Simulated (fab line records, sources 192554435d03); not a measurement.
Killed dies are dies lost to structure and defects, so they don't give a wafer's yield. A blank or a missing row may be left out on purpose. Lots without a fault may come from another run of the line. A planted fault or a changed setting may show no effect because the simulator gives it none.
One fault seen from 2 desks | flow n5_finfet | each desk has only its own numbers; what lay behind them comes last

THE TOOL OWNER'S DESK: litho_track-02
The tool's own readings at N5_BEOL_M1_COAT_61 (time 60 s, resist thk 60 nm): means of the sampled wafers that have a number, for each lot that ran on this tool. A lot is out of limits, marked OUT, if its mean lies more than 4 standard deviations from the usual mean; the brackets give that distance.
Columns: A = spin_speed_rpm at N5_BEOL_M1_COAT_61, usual 1500.3 rpm
lot  | first seen here | A
L673 | day 6 14:02     | 1500.4
L676 | day 7 10:45     | 1500.8
L681 | day 8 15:56     | 1542.6 (+35) OUT
L682 | day 8 18:23     | 1539.5 (+33) OUT
L694 | day 12 09:44    | 1500.9
This desk's finding: out of limits on L681, L682; first on L681, day 8 15:56 (spin_speed_rpm at N5_BEOL_M1_COAT_61). In limits: L673, L676, L694.

THE METROLOGY DESK
What the gauges read, lot by lot, whatever tool the lot ran on: means of the sampled wafers that have a number. A lot is out of limits, marked OUT, if its mean lies more than 4 standard deviations from the usual mean; the brackets give that distance. Of its 11 readings 7 are shown: those that lie furthest out on some lot.
Columns: A = DIBL_N at N5_BEOL_M4_RC_MEAS_101, usual 36.3 mV/V; B = DIBL_P at N5_BEOL_M4_RC_MEAS_101, usual 36.3 mV/V; C = IOFF_N at N5_BEOL_M4_RC_MEAS_101, usual 0.160 nA/um; D = IOFF_P at N5_BEOL_M4_RC_MEAS_101, usual 0.210 nA/um; E = SS_P at N5_BEOL_M4_RC_MEAS_101, usual 73.4 mV/dec; F = VT_N at N5_BEOL_M4_RC_MEAS_101, usual 249.5 mV; G = VT_P at N5_BEOL_M4_RC_MEAS_101, usual -250.1 mV
lot  | first seen here | A    | B    | C     | D     | E    | F     | G
L673 | day 6 11:49     | 35.6 | 34.1 | 0.137 | 0.202 | 73.5 | 249.9 | -251.2
L676 | day 7 09:14     | 36.1 | 36.4 | 0.160 | 0.237 | 73.8 | 247.7 | -245.3
L680 | day 8 10:01     | 35.1 | 34.6 | 0.140 | 0.204 | 72.4 | 251.0 | -250.1
L681 | day 8 14:48     | 37.8 | 37.5 | 0.194 | 0.268 | 73.2 | 245.4 | -244.7
L682 | day 8 17:47     | 35.5 | 35.7 | 0.142 | 0.194 | 73.8 | 252.6 | -251.0
L684 | day 9 06:16     | 37.5 | 37.3 | 0.172 | 0.240 | 73.4 | 247.6 | -248.2
L689 | day 10 21:14    | 38.2 | 38.8 | 0.185 | 0.239 | 74.3 | 249.6 | -247.7
L691 | day 11 05:48    | 35.4 | 35.3 | 0.158 | 0.188 | 72.7 | 248.3 | -253.2
L693 | day 11 21:47    | 34.9 | 35.7 | 0.149 | 0.199 | 72.5 | 248.9 | -249.4
L694 | day 12 08:01    | 35.2 | 36.5 | 0.177 | 0.195 | 73.7 | 249.3 | -253.1
This desk's finding: nothing out of limits on any of the 10 lots.

PUT TOGETHER
The tool owner's desk could have raised an alarm at day 8 15:56, on L681, L682.
The metrology desk saw nothing out of limits.
The metrology desk has L681, L682 on record, within its limits.
Of the lots named, all ran N5_BEOL_M1_COAT_61 on litho_track-02.

WHAT THE SIMULATOR HAD PUT IN
Process parameter drift: litho_track-02, from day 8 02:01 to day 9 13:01, at N5_BEOL_M1_COAT_61. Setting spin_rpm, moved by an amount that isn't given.
Lots struck among those shown: L681, L682.
Hours from the fault's start to each desk's first reading out of limits: the tool owner's desk, 14.
